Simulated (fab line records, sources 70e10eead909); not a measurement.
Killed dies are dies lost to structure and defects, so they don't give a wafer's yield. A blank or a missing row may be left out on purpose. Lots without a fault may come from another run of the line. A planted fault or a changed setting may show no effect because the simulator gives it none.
A struck lot beside a sound one | flow nand_harc | 16 steps out of a route of 1159
Sound: wafers L620.2, L620.4, L620.6. Struck: wafers L614.4, L614.5, L614.6. The cause comes at the end.
At each step with rows: each side's tool, then ch and its chambers, then its first start. Under that, the readings that differ: sound wafers | struck wafers | difference of the means | sigmas: that difference in standard deviations of wafers without a fault.
alike: readings whose means differ by less than 2 such deviations, and words and numbers that are the same on both sides. not compared: withheld readings, readings that some wafer has no value for, bounds like >300 that may hide the same value, and numbers for which the record gives no deviation and whose values overlap.
The two part at a step that has a row with sigmas, a row that says differs or no value, or rows on one side only. Numbers that don't overlap but have no deviation are shown without sigmas and don't part them. A reading that every wafer of one side lacks parts them only if that side has two wafers or more.

NHARC_A_CONTACT_ETCH_139: etches the open film in C4F8/O2/Ar, time 137 s, target depth 590 nm.
  sound on har_cap_etch-02 ch 0,1, day 20 03:23; struck on har_cap_etch-02 ch 0,1, day 18 14:56
  not compared: rf_hours_counter_h
NHARC_A_CONTACT_ETCH_92: etches the open film in CH3F/O2, target depth 40 nm, time 85.7 s.
  sound on rie_diel-01 ch 0,3, day 20 03:46; struck on rie_diel-13 ch 0,2,3, day 18 15:18
  reading                         | sound          | struck         | difference | sigmas
  showerhead_plenum_p_Torr (Torr) | 2.64 2.54 2.64 | 2.28 2.35 2.27 | -0.31      | -2
  alike: drypump_motor_current_A, mfc_ar_sccm, o2_flow_sccm, oes_product_au, rf_vpp_V, throttle_valve_pct
  not compared: rf_hours_counter_h
then, 1 step without rows for these wafers: NHARC_A_CONTACT_ETCH_98 (etches the open film in C4F6/O2, target depth 20 nm, time 10 s).
NHARC_A_CONTACT_CD_MEAS_15:
  sound on cd_sem-01, day 20 04:07; struck on cd_sem-02, day 18 15:29
  alike: cd_nm
then, 3 steps without rows for these wafers: NHARC_A_CONTACT_STRIP_107 (strips in N2/H2); NHARC_A_CONTACT_STRIP_108 (strips in CF4/CHF3); NHARC_A_CONTACT_STRIP_109 (strips in O2/COS).
NHARC_A_CONTACT_ETCH_110: etches the open film in CF4/O2, target depth 50 nm, overetch 5 nm, time 27.5 s.
  sound on rie_diel-03 ch 1,2, day 20 04:56; struck on rie_diel-13 ch 1,2,3, day 18 15:52
  alike: drypump_motor_current_A, mfc_ar_sccm, o2_flow_sccm, oes_product_au, rf_vpp_V, showerhead_plenum_p_Torr, throttle_valve_pct
  not compared: rf_hours_counter_h
then, 2 steps without rows for these wafers: NHARC_A_CONTACT_STRIP_26 (strips in O2); NHARC_A_CONTACT_STRIP_27 (strips in post etch residue remover, time 600 s).
NHARC_A_CONTACT_ALD_18: deposits TiN, target thk 3 nm, pulse time 1 s, ald cycles 150.
  sound on ald_metal-02 ch 0,1, day 20 05:37; struck on ald_metal-01 ch 0,3, day 18 16:31
  alike: heater_power_w, precursor_pulse_height_rel
NHARC_A_CONTACT_CVD_19: deposits W, target thk 300 nm, time 802 s.
  sound on cvd_w-02 ch 0,1; struck on cvd_w-02 ch 0,1
  alike: heater_power_w, mfc_ar_sccm, throttle_valve_pct
NHARC_A_CONTACT_CMP_20: polishes, t overpolish 30 s, target thk 300 nm.
  sound on cmp-02 ch 0,1,2, day 20 07:25; struck on cmp-02 ch 1,2, day 18 19:40
  no value came back on the struck wafers for edge_zone_pressure_frac, motor_current_A (A), overpolish_run_s (s), time_to_endpoint_s (s); on the sound wafers edge_zone_pressure_frac reads 0.992 0.999 1.001
then, 1 step without rows for these wafers: NHARC_A_CONTACT_SRD_22.
NHARC_A_CONTACT_INSPECT_23:
  sound on defect_inspect-01, day 20 07:46; struck on defect_inspect-01, day 18 20:05
  reading          | sound       | struck         | difference | sigmas
  raw_defect_count | 455 394 452 | 2507 2430 2457 | +2031      | +16
NHARC_END_SORT_01:
  the record has rows for the struck wafers here (prober-01 ch 0, day 20 19:21) and none for the sound ones

WHERE THEY PART
First at NHARC_A_CONTACT_ETCH_92; last, within this record, at NHARC_END_SORT_01.

WHY: what the simulator had put in
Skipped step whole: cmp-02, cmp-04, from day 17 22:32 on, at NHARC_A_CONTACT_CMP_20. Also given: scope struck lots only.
